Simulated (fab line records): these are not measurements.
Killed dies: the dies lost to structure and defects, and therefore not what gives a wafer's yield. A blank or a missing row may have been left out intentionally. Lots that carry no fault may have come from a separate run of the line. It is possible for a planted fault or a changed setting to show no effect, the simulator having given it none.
A lot that was struck, set against a sound lot || flow n5-finfet || 23 steps out of a route of 1938
Sound: the wafers L948.1, L948.4, L948.5. Struck: wafers L955.1, L955.3, L955.6. The cause comes at the end.
For every step that has rows: the tool of each side, followed by ch and its chambers, followed by its first start. Under that, the readings that differ: sound wafers || struck wafers || difference of the means || sigmas: that difference in standard deviations of wafers without a fault.
alike: words and numbers the same on both sides, and readings whose means are apart by under 2 such deviations; not compared: readings that were withheld, readings missing a value for some wafer, numbers with overlapping values and no deviation given by the record, and bounds like >300 which may hide the same value.
A row with sigmas, a row that says differs or no value, or rows on one side alone: a step with any of these is where the two part. When numbers do not overlap yet have no deviation, they are printed without sigmas and do not part them. A reading missing from all wafers of one side parts the sides only when that side holds two or more wafers.

first, 9 steps without rows for these wafers: N5_BEOL_M0_SAQP_EXPOSE_37 (exposes mask M0 CUT1, target cd 30 nm); N5_BEOL_M0_SAQP_PEB_38 (peb time 60 s); N5_BEOL_M0_SAQP_DEVELOP_39 (develop time 30 s); N5_BEOL_M0_SAQP_DESCUM_45 (chemistry O2, time 7 s); N5_BEOL_M0_SAQP_ETCH_88 (etches underlayer in N2/H2, target depth 6.5 nm, time 5.2 s); N5_BEOL_M0_SAQP_ETCH_73 (etches SiARC in CF4, target depth 19.5 nm, time 32.5 s); N5_BEOL_M0_SAQP_CUT_ETCH_46 (etches SOC in N2/H2, target depth 135 nm, overetch 27 nm, time 202.5 s); N5_BEOL_M0_SAQP_STRIP_74 (strips in N2/H2); N5_BEOL_M0_SAQP_STRIP_89 (strips in N2/H2).
N5_BEOL_M0_SAQP_ALD_48: deposits SiO2, target thk 20 nm, pulse time 1 s, co reactant pulse time 1 s.
  sound on ald-sin-04 ch 0,2,3, day 8 17:10; struck on ald-sin-04 ch 2,3, day 10 02:23
  alike: heater-power-outer-w, heater-power-w, precursor-pulse-height-rel
then, 9 steps without rows for these wafers: N5_BEOL_M0_SAQP_ETCH_49 (etches SiO2 in CF4/O2, target depth 37 nm); N5_BEOL_M0_SAQP_STRIP_75 (strips in CF4); N5_BEOL_M0_CUTY_COAT_50 (time 60 s, resist thk 15 nm); N5_BEOL_M0_CUTY_COAT_51 (resist thk 150 nm); N5_BEOL_M0_CUTY_EBR_52; N5_BEOL_M0_CUTY_SOFTBAKE_53 (time 60 s); N5_BEOL_M0_CUTY_EXPOSE_54 (exposes mask M0 ABLK); N5_BEOL_M0_CUTY_PEB_55 (peb time 60 s); N5_BEOL_M0_CUTY_DEVELOP_56 (develop time 30 s).
N5_BEOL_M0_CUTY_INSPECT_59: inspects for defects (macro).
  sound on defect-inspect-01, day 8 18:14; struck on defect-inspect-02, day 10 03:28
{"reading": "raw-defect-count", "sound": "3 0 3", "struck": ">300 >300 >300", "difference": "differs", "sigmas": ""}
then, 1 step without rows for these wafers: N5_BEOL_M0_CUTY_DESCUM_61 (chemistry O2, time 7.9 s).
-- here the record skips 2 days between the struck wafers' starts before and after, leaving off in module BEOL_M0_CUTY and picking up in module BEOL_M4 (first step shown: number 1111 of the route) --
N5_BEOL_M4_RC_MEAS_101:
  sound on prober-01 ch 0, day 11 01:46; struck on prober-01 ch 0, day 12 15:24
  alike: DIBL_N, DIBL_P, IOFF_N, IOFF_P, ION_N, ION_P, SS_N, SS_P, VT_N, VT_P
-- a jump in the record: the struck wafers' starts before and after are 4 days apart (it breaks off in module BEOL_M4 and resumes in module PASSIVATION, where the first step shown is number 1936 of the route) --
N5_PASSIVATION_PROBE_49:
  sound on prober-01, day 15 06:22; struck on prober-01, day 16 13:11
{"reading": "defect-limited-yield (%)", "sound": "90.7 90.4 90.4", "struck": "83.4 85.1 83.6", "difference": -6.5, "sigmas": -5}
{"reading": "killed_at_M0_to_M3", "sound": "21 22 16", "struck": "142 89 139", "difference": "+104", "sigmas": "+11"}
{"reading": "killed-dies", "sound": "110 113 113", "struck": "196 176 194", "difference": "+77", "sigmas": "+5"}
{"reading": "killed-on-rim", "sound": "11 17 13", "struck": "35 30 27", "difference": "+17", "sigmas": "+4"}
{"reading": "sort_bin_5_function (%)", "sound": "5.8 5.2 5.4", "struck": "9.5 9.3 9.5", "difference": "+4.0", "sigmas": "+4"}
{"reading": "sort-n-pass", "sound": "1070 1067 1067", "struck": "984 1004 984", "difference": -77, "sigmas": -5}
{"reading": "sort-yield-pct (%)", "sound": "90.7 90.4 90.4", "struck": "83.4 85.1 83.4", "difference": -6.5, "sigmas": -5}
  alike: killed_at_M4_up, killed-at-contacts, killed-at-front-end, killed-at-other, killed-open, killed-short, sort_bin_6_memory, sort_bin_8_speed

== WHERE THEY PART ==
At N5_BEOL_M0_CUTY_INSPECT_59 first; at N5_PASSIVATION_PROBE_49 last (within this record only).

WHY: what the simulator had put in
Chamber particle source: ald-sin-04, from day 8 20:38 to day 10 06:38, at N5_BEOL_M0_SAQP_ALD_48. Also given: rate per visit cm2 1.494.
